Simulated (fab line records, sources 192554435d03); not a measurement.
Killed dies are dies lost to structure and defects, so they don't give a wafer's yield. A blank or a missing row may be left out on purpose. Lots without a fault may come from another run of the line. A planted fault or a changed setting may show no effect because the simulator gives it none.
Problem report in the 8D (eight disciplines) form, filled by code | flow n5_finfet | the parts of the form that need people (team, actions taken, sign-off) are left out

1. THE PROBLEM
raw_defect_count at N5_SD_EPI_P_INSPECT_26 reads a mean of 1011 on 6 wafers of 2 lots; wafers without a fault read 163 with a standard deviation of 32. That is +26 standard deviations from the usual mean.
The step: inspects for defects (darkfield).
First seen on wafer L387.1, day 5 17:23, on defect_inspect-02. The record holds 27 wafers of 9 lots with a number at this step. Rule for "out", or "out of limits": more than 4 standard deviations from the usual mean. The other wafers with a number count as sound.

2. WHAT IT IS AND WHAT IT IS NOT
question                    | is                     | is not
which readings at this step | raw_defect_count       | -
which lots                  | L387, L388             | L378, L379, L383, L392, L395, L398, L399
which wafers of those lots  | all that have a number | -
read on which gauges        | defect_inspect-02      | defect_inspect-01
when                        | from day 5 17:23       | up to then (9 sound wafers); but 12 sound wafers of L392, L395, L398, L399 came after

3. SUSPECTS, AND WHAT RULES EACH OUT
Counting: a tool at a process step up to the reading stays a suspect if it ran every lot that is out and no sound lot after the first of them.
- the gauge at N5_SD_EPI_P_INSPECT_26: ruled out. All the wafers that are out were read on defect_inspect-02, but those of them that N5_PASSIVATION_PROBE_49 has rows for are out there too, on other tools.
- rie_diel-05 at N5_SD_EPI_P_ETCH_16 (etches SiO2 in CHF3/O2, target depth 5 nm): ruled out as a lasting fault. Sound lots L392, L399 ran on it after its first lot that is out, L387 (day 5 14:17).
- plasma_asher-01 at N5_SD_EPI_P_STRIP_40 (strips in N2/H2): ruled out as a lasting fault. Sound lots L395, L398, L399 ran on it after its first lot that is out, L387 (day 5 14:31).
- wet_bench-01 at N5_SD_EPI_P_PRECLEAN_24 (cleans in O3/DIW, time 45 s): ruled out as a lasting fault. Sound lots L399 ran on it after its first lot that is out, L387 (day 5 17:20).
Left after counting: nothing in the record.

4. THE CAUSE (what the simulator had put in)
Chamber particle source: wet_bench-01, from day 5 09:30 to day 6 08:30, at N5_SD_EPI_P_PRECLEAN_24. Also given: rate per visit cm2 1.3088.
Counting ruled it out, wrongly: the rule takes a fault to strike every lot that its tool runs from its start on, and this one did not.

5. THE CHAIN OF EFFECTS, in route order
Each row: a reading whose mean over the struck wafers that have a number lies more than 3 standard deviations from the usual. Only readings for which the record gives a usual standard deviation are gone through. hours: the time from each lot's start at the first step in this table that gives one to its start at this step, as a median over the lots. sigmas: the change in usual standard deviations.
hours | step                    | reading              | usual  | on struck wafers | change | sigmas
0     | N5_SD_EPI_P_INSPECT_26  | raw_defect_count     | 163    | 1011             | +848   | +26
238   | N5_PASSIVATION_PROBE_49 | defect_limited_yield | 91.0 % | 82.5             | -8.5   | -5.7
238   | N5_PASSIVATION_PROBE_49 | killed_at_front_end  | 43     | 151              | +108   | +8.3
238   | N5_PASSIVATION_PROBE_49 | killed_dies          | 106    | 206              | +100   | +5.6
238   | N5_PASSIVATION_PROBE_49 | sort_bin_5_function  | 5.3 %  | 10.8             | +5.5   | +5.5
238   | N5_PASSIVATION_PROBE_49 | sort_n_pass          | 1074   | 974              | -100   | -5.6
238   | N5_PASSIVATION_PROBE_49 | sort_yield_pct       | 91.0 % | 82.5             | -8.5   | -5.7
The process steps in it:
- N5_PASSIVATION_PROBE_49
Later measuring or inspecting steps at which every struck wafer that the step has a row for has a number for every such reading, and none has moved that far: N5_BEOL_M4_RC_MEAS_101.

6. WHAT WOULD HAVE CAUGHT IT SOONER
In this record the first reading out of limits at a measuring or inspecting step was taken at day 5 17:23, 8 hours after the fault began at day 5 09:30.
Of the tool readings at N5_SD_EPI_P_PRECLEAN_24 for which the record gives a usual standard deviation, none was out on any struck wafer, so an alarm limit of 4 standard deviations on them would not have fired.
